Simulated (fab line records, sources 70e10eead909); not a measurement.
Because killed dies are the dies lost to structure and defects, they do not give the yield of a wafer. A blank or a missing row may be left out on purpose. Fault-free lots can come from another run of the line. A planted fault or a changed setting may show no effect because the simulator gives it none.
Shared-tool check / flow nandHarc / Lots sampled 11, wafers sampled 33

WHAT PROMPTED THE OPENING
At NHARC_P_M0_CD_MEAS_09 the reading cdNm is flagged on 2 of 11 lots. No-fault wafers: 90.0 nm, standard deviation 0.6.
Rule: a lot gets a flag if all its wafers with a number sit over 4 standard deviations from that mean, or if no wafer of it has a number. The rest of the lots are taken to be sound.

lot=L401; measured=day 6 06:29; on=cdSem-02; cdNm (nm), wafer by wafer=90.0 89.5 89.4; flag=
lot=L405; measured=day 7 05:38; on=cdSem-03; cdNm (nm), wafer by wafer=90.4 89.7 91.1; flag=
lot=L406; measured=day 7 06:32; on=cdSem-03; cdNm (nm), wafer by wafer=90.7 89.6 89.3; flag=
lot=L408; measured=day 7 16:18; on=cdSem-02; cdNm (nm), wafer by wafer=90.0 90.9 90.2; flag=
lot=L411; measured=day 8 13:16; on=cdSem-02; cdNm (nm), wafer by wafer=82.5 82.3 82.7; flag=FLAGGED
lot=L412; measured=day 9 00:58; on=cdSem-03; cdNm (nm), wafer by wafer=89.3 89.4 89.1; flag=
lot=L413; measured=day 9 01:31; on=cdSem-02; cdNm (nm), wafer by wafer=81.8 83.3 82.4; flag=FLAGGED
lot=L415; measured=day 9 19:46; on=cdSem-03; cdNm (nm), wafer by wafer=90.9 89.9 89.5; flag=
lot=L418; measured=day 10 11:08; on=cdSem-02; cdNm (nm), wafer by wafer=90.7 90.5 90.4; flag=
lot=L421; measured=day 11 01:39; on=cdSem-01; cdNm (nm), wafer by wafer=89.7 88.7 89.3; flag=
lot=L422; measured=day 11 06:16; on=cdSem-03; cdNm (nm), wafer by wafer=89.8 90.0 90.2; flag=
The mean of the flagged lots' numbers is 82.5 nm, -7.5 nm from the usual (-12 standard deviations).

WHICH TOOL EACH LOT WENT THROUGH
The record holds 1 process step before the reading, out of a route of 1159 steps. In each cell: the tool, then ch and the chambers that the sampled wafers went through, then the start.
lot=L401; flag=; NHARC_P_M0_PEB_07=lithoTrack-04 ch 0, day 6 06:24
lot=L405; flag=; NHARC_P_M0_PEB_07=lithoTrack-04 ch 0, day 7 05:33
lot=L406; flag=; NHARC_P_M0_PEB_07=lithoTrack-04 ch 0, day 7 06:28
lot=L408; flag=; NHARC_P_M0_PEB_07=lithoTrack-04 ch 0, day 7 16:13
lot=L411; flag=FLAGGED; NHARC_P_M0_PEB_07=lithoTrack-04 ch 0, day 8 13:11
lot=L412; flag=; NHARC_P_M0_PEB_07=lithoTrack-06 ch 0, day 9 00:53
lot=L413; flag=FLAGGED; NHARC_P_M0_PEB_07=lithoTrack-04 ch 0, day 9 01:26
lot=L415; flag=; NHARC_P_M0_PEB_07=lithoTrack-06 ch 0, day 9 19:41
lot=L418; flag=; NHARC_P_M0_PEB_07=lithoTrack-01 ch 0, day 10 11:04
lot=L421; flag=; NHARC_P_M0_PEB_07=lithoTrack-06 ch 0, day 11 01:34
lot=L422; flag=; NHARC_P_M0_PEB_07=lithoTrack-06 ch 0, day 11 06:11
What is done by these steps:
- NHARC_P_M0_PEB_07: peb time 65 s.
- NHARC_P_M0_CD_MEAS_09: target cd 90 nm.

FLAGGED OVER TOTAL, TOOL BY TOOL (the gauges that took the reading come last)
step=NHARC_P_M0_PEB_07; tool=lithoTrack-01; lots run=1; flagged=0; share of the flagged lots=none; sound lots run after its first flagged lot=-
step=NHARC_P_M0_PEB_07; tool=lithoTrack-04; lots run=6; flagged=2; share of the flagged lots=all; sound lots run after its first flagged lot=0
step=NHARC_P_M0_PEB_07; tool=lithoTrack-06; lots run=4; flagged=0; share of the flagged lots=none; sound lots run after its first flagged lot=-
step=NHARC_P_M0_CD_MEAS_09; tool=cdSem-01; lots run=1; flagged=0; share of the flagged lots=none; sound lots run after its first flagged lot=-
step=NHARC_P_M0_CD_MEAS_09; tool=cdSem-02; lots run=5; flagged=2; share of the flagged lots=all; sound lots run after its first flagged lot=1 (L418)
step=NHARC_P_M0_CD_MEAS_09; tool=cdSem-03; lots run=5; flagged=0; share of the flagged lots=none; sound lots run after its first flagged lot=-

WHAT THE TABLE PERMITS
Rows of the table that ran all the flagged lots, 2 in number: lithoTrack-04 at NHARC_P_M0_PEB_07; cdSem-02 at NHARC_P_M0_CD_MEAS_09.
- lithoTrack-04 at NHARC_P_M0_PEB_07: 2 of its 6 lots flagged. A fault beginning between L408 (day 7 16:13), its last sound lot, and L411 (day 8 13:11), its first flagged one, fits the data. Its own readings (heaterPowerTotalW, plateTempC) fall more than 4 standard deviations out on all wafers of the flagged lots.
- cdSem-02 at NHARC_P_M0_CD_MEAS_09: 2 of its 5 lots flagged. Lots that were sound ran on it after the first flagged one (L418); a persistent fault on the entire tool would not allow that.
One tool is left: lithoTrack-04 at NHARC_P_M0_PEB_07.

WHAT THE SIMULATOR PUT IN
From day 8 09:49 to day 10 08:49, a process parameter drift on lithoTrack-04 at NHARC_P_M0_PEB_07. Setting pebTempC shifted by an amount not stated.
Struck lots among those shown: L411, L413. The rule given above showed the same thing.
